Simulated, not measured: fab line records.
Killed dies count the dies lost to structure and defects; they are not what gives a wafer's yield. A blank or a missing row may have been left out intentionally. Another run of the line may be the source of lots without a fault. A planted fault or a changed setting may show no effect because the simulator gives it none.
fab line records + flow n5-finfet + part 2 of 2: steps 21 to 29 of 29
record:
- lots: 5
- wafers: 15
- last-day: 17
route steps=1938 shown SDB@353 DUMMY_REMOVAL@377
lots untouched by any fault: they come from a run of this same line in which no faults occurred
start-h: hours from the record's opening day to when the first of the lot's shown wafers began + wait-h: hours since the lot's step before + " the same as in the row above + L1.1+2: one row covering several wafers at once + - no value, or no start given + * or withheld: withheld + < > ~ a bound
route shown NAME@n: names a module that has steps shown in the file, with the first one's number in the route + usual: mean/standard deviation of fault-free wafers + same: alike in all rows + chamber/n: place in a boat + sites: the reading at each site + _std_site: the standard deviation of these + _edge_site: inner sites' mean taken away from outer sites' mean + radius-mm: for every site, how far away it sits from the centre of the wafer + mask NAME#n: copy n + behind: tool/chamber where the wafer was last shaped + hold: cause of the lot's hold/its duration in hours/its outcome + device: names the non-switching transistor (n, p or np) + end of line: tests run on the same wafers once the route is complete + where a step has no rows: the recipe by itself + killed: dies that structure and defects cost at the first sort, which is not the same as the wafer's yield + map: dies across one wafer; x = killed, . = not, _ = none there
set.NAME: the run value of the setting; set.NAME@STEP: its run value at that earlier step + model.NAME: the simulator's own value behind a step, which no gauge read
lots seen at some steps along the route; tables by step, rows by wafer
services: from which hour (start-h, from the record's first day; less than 0 if before it) a tool's chamber was out of use, for how many hours, and why
== steps ==
step: N5_SDB_ALD_29
recipe:
- material: SiNx
- target-thk-a: 300
- temp-c: 400
- ald-precursor-family: SiH2I2
- ald-co-reactant: N2/H2-plasma
- pulse-time-s: 1
- ald-cycles: 600
- purge-time-s: 2
- co-reactant-purge-time-s: 2
- pressure-torr: 2
usual:
- heater-power-w: 839/120
- precursor-pulse-height-rel: 1.001/0.018
- susceptor-temp-C: 400.01/0.23
same:
- co-reactant-purge-time-s: 2
| lot.wafer | tool       | chamber | start-h | wait-h | heater-power-w | precursor-pulse-height-rel | since-wet-clean-h | susceptor-temp-C |
|-----------|------------|---------|---------|--------|----------------|----------------------------|-------------------|------------------|
| L076.1    | ald-sin-01 | 0       | 77.11   | 0.0    | 932            | 1.015                      | 267               | 399.98           |
| L076.3    | "          | 2       | "       | "      | 718            | 1.024                      | 267               | 400.44           |
| L076.4    | "          | 3       | "       | "      | 1088           | 1.012                      | 267               | 399.54           |
| L081.2    | ald-sin-02 | 2       | 110.06  | 0.0    | 869            | 0.996                      | 208               | 399.92           |
| L081.3    | "          | 0       | "       | "      | 907            | 1.056                      | 208               | 400.20           |
| L081.4    | "          | 3       | "       | "      | 900            | 1.001                      | 208               | 399.88           |
| L086.2    | ald-sin-02 | 2       | 141.99  | 0.0    | 877            | 1.011                      | 240               | 399.87           |
| L086.4    | "          | 1       | "       | "      | 772            | 0.998                      | 240               | 399.71           |
| L086.6    | "          | 2       | 143.34  | 1.4    | 882            | 1.001                      | -                 | 400.16           |
| L091.2    | ald-sin-04 | 2       | 175.05  | 0.5    | 690            | 1.009                      | 74                | 399.33           |
| L091.4    | "          | 1       | "       | "      | 820            | 1.021                      | 74                | 400.37           |
| L091.5    | "          | 3       | 176.40  | 1.8    | 842            | 0.984                      | -                 | 399.92           |
| L095.3    | ald-sin-02 | 1       | 196.46  | 0.0    | 759            | 1.003                      | 295               | 399.81           |
| L095.4    | "          | 2       | "       | "      | 862            | 1.000                      | 295               | 400.44           |
| L095.6    | "          | 0       | 197.81  | 1.4    | 943            | 1.001                      | -                 | 399.78           |
step: N5_SDB_CMP_30
recipe:
- stop-on: poly-Si
- t-overpolish-s: 1.54
- post-cmp-clean: alkaline-brush
- down-force-psi: 4.1491
- platen-rpm: 51.796
- pad-velocity-m-s: 1.0306
- target-thk-nm: 30
usual:
- motor-current-A: 12.4/1.1
- overpolish-run-s: 1.540/0.0092
- time-to-endpoint-s: 17/4
| lot.wafer | tool   | chamber | start-h | wait-h | motor-current-A | overpolish-run-s | time-to-endpoint-s |
|-----------|--------|---------|---------|--------|-----------------|------------------|--------------------|
| L076.3    | cmp-02 | 3       | 79.89   | 1.4    | 11.2            | 1.538            | 19                 |
| L076.1    | "      | 0       | "       | "      | 13.6            | 1.526            | 15                 |
| L076.4    | "      | 1       | "       | "      | 12.9            | 1.539            | 13                 |
| L081.4    | cmp-02 | 0       | 112.80  | 1.4    | 14.3            | 1.535            | 17                 |
| L081.2    | "      | 1       | "       | "      | 12.6            | 1.539            | 14                 |
| L081.3    | "      | 3       | "       | "      | 11.0            | 1.542            | 21                 |
| L086.2    | cmp-01 | 2       | 144.72  | 1.4    | 12.7            | 1.548            | 17                 |
| L086.4    | "      | 1       | "       | "      | 11.2            | 1.532            | 21                 |
| L086.6    | "      | 2       | "       | "      | 12.2            | 1.537            | 20                 |
| L091.4    | cmp-04 | 1       | 177.82  | 1.4    | 15.1            | 1.527            | 13                 |
| L091.2    | "      | 3       | "       | "      | 12.6            | 1.528            | 11                 |
| L091.5    | "      | 0       | "       | "      | 12.9            | 1.535            | 25                 |
| L095.3    | cmp-01 | 3       | 199.26  | 1.5    | 11.1            | 1.537            | 14                 |
| L095.4    | "      | 0       | "       | "      | 13.3            | 1.555            | 18                 |
| L095.6    | "      | 1       | "       | "      | 11.8            | 1.531            | 14                 |
step: N5_SDB_THK_MEAS_31
recipe:
- reads: a-Si_of_DUMMY_GATE_CVD_03
usual:
- SDB_THK: 64.1/1.5
| lot.wafer | tool          | chamber | start-h | wait-h | SDB_THK[nm] |
|-----------|---------------|---------|---------|--------|-------------|
| L076.1    | film-metro-01 | -       | 80.14   | -      | 63.3        |
| L076.3    | "             | -       | "       | "      | 64.9        |
| L076.4    | "             | -       | "       | "      | 64.7        |
| L081.2    | film-metro-01 | -       | 113.09  | -      | 65.2        |
| L081.3    | "             | -       | "       | "      | 63.6        |
| L081.4    | "             | -       | "       | "      | 64.5        |
| L086.2    | film-metro-01 | -       | 145.02  | -      | 63.8        |
| L086.4    | "             | -       | "       | "      | 64.9        |
| L086.6    | "             | -       | "       | "      | 68.4        |
| L091.2    | film-metro-01 | -       | 178.08  | -      | 62.7        |
| L091.4    | "             | -       | "       | "      | 63.9        |
| L091.5    | "             | -       | "       | "      | 63.4        |
| L095.3    | film-metro-02 | -       | 199.48  | -      | 63.8        |
| L095.4    | "             | -       | "       | "      | 63.3        |
| L095.6    | "             | -       | "       | "      | 65.0        |
step: N5_SDB_INSPECT_36
recipe:
- inspect-instrument: darkfield
- mode: post-cmp
usual:
- raw-defect-count: 36/17
| lot.wafer | tool              | chamber | start-h | wait-h | raw-defect-count |
|-----------|-------------------|---------|---------|--------|------------------|
| L076.1    | defect-inspect-01 | -       | 80.17   | 0.0    | 21               |
| L076.3    | "                 | -       | "       | "      | 53               |
| L076.4    | "                 | -       | "       | "      | 37               |
| L081.2    | defect-inspect-01 | -       | 113.12  | 0.0    | 40               |
| L081.3    | "                 | -       | "       | "      | 22               |
| L081.4    | "                 | -       | "       | "      | 13               |
| L086.2    | defect-inspect-02 | -       | 145.05  | 0.0    | 51               |
| L086.4    | "                 | -       | "       | "      | 41               |
| L086.6    | "                 | -       | "       | "      | 45               |
| L091.2    | defect-inspect-01 | -       | 178.10  | 0.0    | 48               |
| L091.4    | "                 | -       | "       | "      | 24               |
| L091.5    | "                 | -       | "       | "      | 32               |
| L095.3    | defect-inspect-01 | -       | 199.51  | 0.0    | 41               |
| L095.4    | "                 | -       | "       | "      | 25               |
| L095.6    | "                 | -       | "       | "      | 20               |
step: N5_DUMMY_REMOVAL_HM_STRIP_01
recipe:
- chemistry: CH3F/O2
- material: SiNx
- target-depth-a: 40
- stop-on: poly-Si
- time-s: 6.8
- over-etch-frac: 0.3
- ion-energy-ev: 60
- power-w: 410
- bias-w: 29
- Ar_flow_sccm: 150
- CH3F_flow_sccm: 30
- O2_flow_sccm: 20
usual:
- drypump-motor-current-A: 5.6/0.43
- oes-product-au: 0.61/0.045
- rf-vpp-V: 127.3/1
- showerhead-plenum-p-Torr: 1.98/0.064
- throttle-valve-pct: 16.46/0.25
| lot.wafer | tool        | chamber | start-h | wait-h | drypump-motor-current-A | oes-product-au | rf-hours-counter-h | rf-vpp-V | showerhead-plenum-p-Torr | throttle-valve-pct |
|-----------|-------------|---------|---------|--------|-------------------------|----------------|--------------------|----------|--------------------------|--------------------|
| L076.1    | rie-diel-01 | 2       | 80.20   | 0.0    | 6.1                     | 0.63           | 124                | 128.7    | 2.08                     | 16.03              |
| L076.3    | "           | 1       | "       | "      | 5.3                     | 0.63           | 130                | 127.4    | 1.91                     | 16.38              |
| L076.4    | "           | 3       | "       | "      | 6.1                     | 0.60           | 166                | 126.5    | 1.91                     | 16.76              |
| L081.2    | rie-diel-02 | 0       | 113.20  | 0.1    | 5.6                     | 0.55           | 237                | 127.8    | 2.07                     | 16.44              |
| L081.3    | "           | 2       | "       | "      | 5.9                     | 0.63           | 129                | 127.1    | 2.02                     | 16.41              |
| L081.4    | "           | 1       | "       | "      | 5.6                     | 0.65           | 133                | 125.4    | 1.93                     | 16.59              |
| L086.2    | rie-diel-01 | 3       | 145.23  | 0.2    | 6.1                     | 0.59           | 187                | 126.5    | 1.90                     | 16.77              |
| L086.4    | "           | 2       | "       | "      | 6.1                     | 0.61           | 145                | 127.2    | 2.07                     | 16.06              |
| L086.6    | "           | 3       | "       | "      | 6.1                     | 0.59           | -                  | 126.2    | 1.90                     | 16.79              |
| L091.2    | rie-diel-03 | 1       | 178.14  | 0.0    | 5.1                     | 0.54           | 227                | 127.6    | 1.98                     | 16.80              |
| L091.4    | "           | 1       | "       | "      | 5.1                     | 0.55           | -                  | 127.2    | 1.98                     | 16.79              |
| L091.5    | "           | 0       | "       | "      | 5.4                     | 0.60           | -                  | 128.8    | 2.07                     | 16.61              |
| L095.3    | rie-diel-03 | 0       | 199.54  | 0.0    | 5.4                     | 0.60           | 194                | 128.5    | 2.06                     | 16.62              |
| L095.4    | "           | 1       | "       | "      | 5.1                     | 0.54           | 234                | 127.2    | 1.97                     | 16.83              |
| L095.6    | "           | 3       | "       | "      | 5.2                     | 0.62           | -                  | 126.9    | 1.92                     | 16.48              |
step: N5_DUMMY_REMOVAL_STRIP_10
recipe:
- chemistry: N2/H2
- time-s: 40
- power-w: 100
- temp-c: 40
- pressure-mtorr: 100
- rf-frequency-hz: 6e+07
- bias-power-w: 3
- n2-flow-sccm: 300
- h2-flow-sccm: 300
usual:
- drypump-motor-current-A: 5.7/0.43
- oes-product-au: 0.75/0.059
- rf-vpp-V: 45.3/0.84
- showerhead-plenum-p-Torr: 3.35/0.11
- throttle-valve-pct: 12.39/0.27
| lot.wafer | tool        | chamber | start-h | wait-h | drypump-motor-current-A | oes-product-au | rf-hours-counter-h | rf-vpp-V | showerhead-plenum-p-Torr | throttle-valve-pct |
|-----------|-------------|---------|---------|--------|-------------------------|----------------|--------------------|----------|--------------------------|--------------------|
| L076.1    | rie-diel-01 | 2       | 80.24   | 0.0    | 6.1                     | 0.77           | 124                | 45.1     | 3.53                     | 12.03              |
| L076.3    | "           | 1       | "       | "      | 5.3                     | 0.78           | 130                | 45.1     | 3.25                     | 12.38              |
| L076.4    | "           | 3       | "       | "      | 6.0                     | 0.75           | 166                | 46.4     | 3.22                     | 12.61              |
| L081.2    | rie-diel-02 | 0       | 113.24  | 0.0    | 5.6                     | 0.66           | 237                | 45.1     | 3.48                     | 12.35              |
| L081.3    | "           | 2       | "       | "      | 5.9                     | 0.77           | 129                | 44.7     | 3.38                     | 12.28              |
| L081.4    | "           | 1       | "       | "      | 5.6                     | 0.77           | 133                | 45.4     | 3.25                     | 12.38              |
| L086.2    | rie-diel-01 | 3       | 145.26  | 0.0    | 6.1                     | 0.72           | 187                | 43.5     | 3.21                     | 12.64              |
| L086.4    | "           | 2       | "       | "      | 6.1                     | 0.75           | 145                | 44.7     | 3.52                     | 12.08              |
| L086.6    | "           | 3       | "       | "      | 6.1                     | 0.73           | -                  | 46.8     | 3.21                     | 12.66              |
| L091.2    | rie-diel-03 | 1       | 178.17  | 0.0    | 5.1                     | 0.68           | 227                | 45.0     | 3.35                     | 12.76              |
| L091.4    | "           | 1       | "       | "      | 5.1                     | 0.67           | -                  | 44.7     | 3.35                     | 12.78              |
| L091.5    | "           | 0       | "       | "      | 5.4                     | 0.73           | -                  | 46.7     | 3.52                     | 12.65              |
| L095.3    | rie-diel-03 | 0       | 199.58  | 0.0    | 5.4                     | 0.73           | 194                | 46.1     | 3.52                     | 12.65              |
| L095.4    | "           | 1       | "       | "      | 5.1                     | 0.68           | 234                | 45.3     | 3.35                     | 12.79              |
| L095.6    | "           | 3       | "       | "      | 5.2                     | 0.75           | -                  | 46.4     | 3.23                     | 12.32              |
step: N5_DUMMY_REMOVAL_PRECLEAN_07
recipe:
- chemistry: dHF
- time-s: 30
- temp-c: 25
- dilution: withheld
| lot.wafer  | tool         | chamber | start-h | wait-h |
|------------|--------------|---------|---------|--------|
| L076.1+3+4 | wet-bench-03 | 3,6,4   | 80.33   | 0.1    |
| L081.2+3+4 | wet-bench-02 | 4,2,3   | 113.33  | 0.1    |
| L086.2+4+6 | wet-bench-02 | 6,3,5   | 145.35  | 0.1    |
| L091.2+4+5 | wet-bench-02 | 5,7,0   | 178.26  | 0.1    |
| L095.3+4+6 | wet-bench-03 | 0,7,1   | 199.67  | 0.1    |
step: N5_DUMMY_REMOVAL_DUMMY_REMOVE_02
recipe:
- chemistry: TMAH
- temp-c: 70
- target: poly-Si
- stop-on: SiO2
- target-depth-nm: 142
- conc-wt-pct: 5
- time-s: 57
- dry: ipa-marangoni
- rinse-time-s: 30
- rinse-temp-c: 23
| lot.wafer  | tool         | chamber | start-h | wait-h |
|------------|--------------|---------|---------|--------|
| L076.1+3+4 | wet-bench-03 | 3,6,4   | 80.34   | 0.0    |
| L081.2+3+4 | wet-bench-02 | 4,2,3   | 113.34  | 0.0    |
| L086.2+4+6 | wet-bench-02 | 6,3,5   | 145.37  | 0.0    |
| L091.2+4+5 | wet-bench-02 | 5,7,0   | 178.27  | 0.0    |
| L095.3+4+6 | wet-bench-03 | 0,7,1   | 199.68  | 0.0    |
step: N5_DUMMY_REMOVAL_INSPECT_06
recipe:
- inspect-instrument: brightfield
- mode: aei
usual:
- raw-defect-count: 11/4.7
| lot.wafer | tool              | chamber | start-h | wait-h | raw-defect-count |
|-----------|-------------------|---------|---------|--------|------------------|
| L076.1    | defect-inspect-02 | -       | 80.40   | 0.0    | 8                |
| L076.3    | "                 | -       | "       | "      | 16               |
| L076.4    | "                 | -       | "       | "      | 15               |
| L081.2    | defect-inspect-02 | -       | 113.40  | 0.0    | 8                |
| L081.3    | "                 | -       | "       | "      | 12               |
| L081.4    | "                 | -       | "       | "      | 12               |
| L086.2    | defect-inspect-01 | -       | 145.42  | 0.0    | 12               |
| L086.4    | "                 | -       | "       | "      | 13               |
| L086.6    | "                 | -       | "       | "      | 8                |
| L091.2    | defect-inspect-01 | -       | 178.33  | 0.0    | 6                |
| L091.4    | "                 | -       | "       | "      | 10               |
| L091.5    | "                 | -       | "       | "      | 6                |
| L095.3    | defect-inspect-01 | -       | 199.74  | 0.0    | 11               |
| L095.4    | "                 | -       | "       | "      | 17               |
| L095.6    | "                 | -       | "       | "      | 17               |
== services ==
| tool            | chamber | start-h | hours | kind   |
|-----------------|---------|---------|-------|--------|
| rie-diel-06     | 2       | 59.96   | 2.2   | repair |
| cmp-02          | -       | 63.24   | 5.5   | pm     |
| rie-diel-04     | 1       | 65.80   | 6.9   | repair |
| arfi-scanner-02 | -       | 68.38   | 1.0   | pm     |
| wet-bench-01    | -       | 78.61   | 2.3   | repair |
| cmp-02          | -       | 79.05   | 0.7   | repair |
| arfi-scanner-02 | -       | 88.39   | 0.9   | repair |
| rie-si-02       | 3       | 93.25   | 2.0   | repair |
| cmp-02          | -       | 96.29   | 1.2   | repair |
| rie-si-04       | 3       | 101.02  | 8.2   | repair |
| rie-diel-03     | 3       | 101.29  | 10.9  | repair |
| arfi-scanner-02 | -       | 102.58  | 0.8   | pm     |
| wet-bench-01    | -       | 107.79  | 1.9   | pm     |
| rie-diel-01     | -       | 109.57  | 5.3   | repair |
| rie-diel-01     | 1       | 126.45  | 15.1  | repair |
| cmp-01          | -       | 129.16  | 0.3   | repair |
| arfi-scanner-02 | -       | 129.89  | 1.4   | repair |
| wet-bench-02    | -       | 130.65  | 1.1   | repair |
| rie-diel-05     | 2       | 133.03  | 8.9   | repair |
| rie-diel-04     | -       | 137.93  | 0.3   | repair |
| rie-diel-03     | 3       | 146.00  | 3.7   | repair |
| arfi-scanner-02 | -       | 175.75  | 1.3   | pm     |
| rie-diel-06     | -       | 176.36  | 0.6   | repair |
| rie-diel-01     | 1       | 197.73  | 6.1   | repair |
